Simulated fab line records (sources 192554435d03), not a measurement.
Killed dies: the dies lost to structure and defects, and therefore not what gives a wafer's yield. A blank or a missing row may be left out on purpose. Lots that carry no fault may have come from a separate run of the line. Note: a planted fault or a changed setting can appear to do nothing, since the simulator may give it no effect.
Split-lot trial || flow n5_finfet || on a route of 1938 steps: 7 lots, 21 wafers read

SPLIT DETAILS
At N5_BEOL_M10_EXPOSE_08 (exposes mask M10), the setting dose_mj was moved away from the recipe's 53.75 on 7 of the 21 wafers read, by -6.6% to +6.3%. For the rest of the wafers, this setting stayed at what the recipe calls for.

FROM THE SPLIT TO THE READING: what the file shows between them, 15 steps
- N5_BEOL_M10_PEB_09: peb time 60 s
- N5_BEOL_M10_DEVELOP_10: develop time 30 s
- N5_BEOL_M10_CD_MEAS_11: target cd 64.1 nm
- N5_BEOL_M10_DESCUM_16: chemistry O2, time 7.9 s
- N5_BEOL_M10_ETCH_61: etches SiARC in CF4, target depth 39 nm, time 65 s
- N5_BEOL_M10_ETCH_62: etches SOC in N2/H2, target depth 110 nm, overetch 22 nm, time 165 s
- N5_BEOL_M10_STRIP_68: strips in N2/H2
- N5_BEOL_M10_STRIP_67: strips in CF4
- N5_BEOL_M10_HM_OPEN_17: chemistry Cl2/BCl3, target TiN, target depth 20 nm, overetch 6 nm
- N5_BEOL_M10_STRIP_19: strips in O2
- N5_BEOL_M10_CD_MEAS_18: pitch 140 nm, target cd 70 nm
- N5_BEOL_M10_COAT_63: time 60 s, resist thk 100 nm
- N5_BEOL_M10_COAT_64: time 60 s, resist thk 30 nm
- N5_BEOL_M10_PRECLEAN_42: cleans in residue remover, time 60 s
- N5_BEOL_M10_SRD_43: time 30 s

THE READING
cd_nm (nm) at N5_BEOL_M10_CD_MEAS_35, where the cd target is 70 nm. Typical for fault-free wafers on this fab line: 70.1 nm, with standard deviation 0.49 nm.

{"wafer": "L081.2", "tool, chamber at the split": "arfi_scanner-01, 0", "dose_mj as run": 57.14, "against the recipe": "+6.3%", "cd_nm, nm": 73.9, "against lot-mates on the recipe": "+4.9"}
{"wafer": "L081.4", "tool, chamber at the split": "arfi_scanner-01, 0", "dose_mj as run": 53.75, "against the recipe": "recipe", "cd_nm, nm": 69.0, "against lot-mates on the recipe": "-"}
{"wafer": "L081.5", "tool, chamber at the split": "arfi_scanner-01, 0", "dose_mj as run": 57.14, "against the recipe": "+6.3%", "cd_nm, nm": 73.7, "against lot-mates on the recipe": "+4.7"}
{"wafer": "L083.2", "tool, chamber at the split": "arfi_scanner-01, 0", "dose_mj as run": 53.75, "against the recipe": "recipe", "cd_nm, nm": 69.2, "against lot-mates on the recipe": "-"}
{"wafer": "L083.3", "tool, chamber at the split": "arfi_scanner-01, 0", "dose_mj as run": 53.75, "against the recipe": "recipe", "cd_nm, nm": 70.7, "against lot-mates on the recipe": "-"}
{"wafer": "L083.6", "tool, chamber at the split": "arfi_scanner-01, 0", "dose_mj as run": 50.18, "against the recipe": "-6.6%", "cd_nm, nm": 66.2, "against lot-mates on the recipe": -3.8}
{"wafer": "L082.2", "tool, chamber at the split": "arfi_scanner-01, 0", "dose_mj as run": 53.75, "against the recipe": "recipe", "cd_nm, nm": 69.9, "against lot-mates on the recipe": "-"}
{"wafer": "L082.3", "tool, chamber at the split": "arfi_scanner-01, 0", "dose_mj as run": 53.75, "against the recipe": "recipe", "cd_nm, nm": 69.4, "against lot-mates on the recipe": "-"}
{"wafer": "L082.5", "tool, chamber at the split": "arfi_scanner-01, 0", "dose_mj as run": 53.75, "against the recipe": "recipe", "cd_nm, nm": 69.8, "against lot-mates on the recipe": "-"}
{"wafer": "L086.1", "tool, chamber at the split": "arfi_scanner-01, 0", "dose_mj as run": 53.75, "against the recipe": "recipe", "cd_nm, nm": 70.4, "against lot-mates on the recipe": "-"}
{"wafer": "L086.3", "tool, chamber at the split": "arfi_scanner-01, 0", "dose_mj as run": 53.75, "against the recipe": "recipe", "cd_nm, nm": 71.0, "against lot-mates on the recipe": "-"}
{"wafer": "L086.5", "tool, chamber at the split": "arfi_scanner-01, 0", "dose_mj as run": 56.21, "against the recipe": "+4.6%", "cd_nm, nm": 72.5, "against lot-mates on the recipe": "+1.8"}
{"wafer": "L087.1", "tool, chamber at the split": "arfi_scanner-03, 0", "dose_mj as run": 53.75, "against the recipe": "recipe", "cd_nm, nm": 70.5, "against lot-mates on the recipe": "-"}
{"wafer": "L087.4", "tool, chamber at the split": "arfi_scanner-03, 0", "dose_mj as run": 53.75, "against the recipe": "recipe", "cd_nm, nm": 69.9, "against lot-mates on the recipe": "-"}
{"wafer": "L087.5", "tool, chamber at the split": "arfi_scanner-03, 0", "dose_mj as run": 53.75, "against the recipe": "recipe", "cd_nm, nm": 70.2, "against lot-mates on the recipe": "-"}
{"wafer": "L092.1", "tool, chamber at the split": "arfi_scanner-03, 0", "dose_mj as run": 53.75, "against the recipe": "recipe", "cd_nm, nm": 69.8, "against lot-mates on the recipe": "-"}
{"wafer": "L092.2", "tool, chamber at the split": "arfi_scanner-03, 0", "dose_mj as run": 53.75, "against the recipe": "recipe", "cd_nm, nm": 69.9, "against lot-mates on the recipe": "-"}
{"wafer": "L092.5", "tool, chamber at the split": "arfi_scanner-03, 0", "dose_mj as run": 50.92, "against the recipe": "-5.3%", "cd_nm, nm": 67.4, "against lot-mates on the recipe": -2.4}
{"wafer": "L096.1", "tool, chamber at the split": "arfi_scanner-02, 0", "dose_mj as run": 50.58, "against the recipe": "-5.9%", "cd_nm, nm": 66.6, "against lot-mates on the recipe": -3.6}
{"wafer": "L096.2", "tool, chamber at the split": "arfi_scanner-02, 0", "dose_mj as run": 50.58, "against the recipe": "-5.9%", "cd_nm, nm": 67.5, "against lot-mates on the recipe": -2.7}
{"wafer": "L096.3", "tool, chamber at the split": "arfi_scanner-02, 0", "dose_mj as run": 53.75, "against the recipe": "recipe", "cd_nm, nm": 70.2, "against lot-mates on the recipe": "-"}

FIT RESULTS
A straight line over all 21 wafers: cd_nm changes by +0.552 nm for each +1% of dose_mj; r = +0.97; the points scatter about the line by 0.51 nm.
The same after taking each lot's own level away (the mean of its wafers on the recipe; 21 wafers): +0.598 nm for each +1%; r = +0.97; scatter 0.54 nm.
The reading moves by 4 nm for the largest change in dose_mj, on that fit.
The span of the lots' own levels, 69.00 to 70.70 nm, comes to 3.5 times the standard deviation stated above.
The two slopes agree, so the slope changes little with the lot-to-lot level.
Check: -3.86 nm against its lot-mates is what the line predicts for one of the wafers moved furthest among these (-6.6%) when that wafer is left out of the fit. Against them it came out at -3.75 nm.

ADDITIONAL SPLITS CARRIED BY THESE WAFERS
Before the reading, these wafers also passed through other splits. Each is held against what the fit with the lots' levels taken away leaves over:
{"other split on the same wafers": "N5_BEOL_M9_ETCH_66 time_s", "wafers away from the commonest value": 8, "r with cd_nm (lot level and that fit taken away)": -0.34}
{"other split on the same wafers": "N5_BEOL_M9_TRENCH_ETCH_37 source_w", "wafers away from the commonest value": 5, "r with cd_nm (lot level and that fit taken away)": -0.08}
{"other split on the same wafers": "N5_BEOL_M10_COAT_60 spin_rpm", "wafers away from the commonest value": 5, "r with cd_nm (lot level and that fit taken away)": -0.13}

THE WHOLE CHAIN: every reading that the file lists as answering this split, in the file's order
{"step": "N5_BEOL_M10_CD_MEAS_11", "what it does": "target cd 64.1 nm", "reading": "cd_nm", "change (the file's fit)": "+0.551 nm for each +1% of the setting", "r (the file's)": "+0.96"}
{"step": "N5_BEOL_M10_ETCH_61", "what it does": "etches SiARC in CF4, target depth 39 nm, time 65 s", "reading": "BEOL_M10.cd_offset_nm (the simulator's own value, which no gauge read)", "change (the file's fit)": "+0.53 nm for each +1% of the setting", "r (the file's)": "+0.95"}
{"step": "N5_BEOL_M10_ETCH_62", "what it does": "etches SOC in N2/H2, target depth 110 nm, overetch 22 nm, time 165 s", "reading": "BEOL_M10.cd_offset_nm (the simulator's own value, which no gauge read)", "change (the file's fit)": "+0.535 nm for each +1% of the setting", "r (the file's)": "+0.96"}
{"step": "N5_BEOL_M10_CD_MEAS_18", "what it does": "pitch 140 nm, target cd 70 nm", "reading": "cd_nm", "change (the file's fit)": "+0.488 nm for each +1% of the setting", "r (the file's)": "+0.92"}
{"step": "N5_BEOL_M10_CD_MEAS_35", "what it does": "target cd 70 nm", "reading": "cd_nm", "change (the file's fit)": "+0.567 nm for each +1% of the setting", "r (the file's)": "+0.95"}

THE FILE'S OWN FIT
cd_nm changes by +0.567 nm for each +1% of dose_mj, r = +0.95.
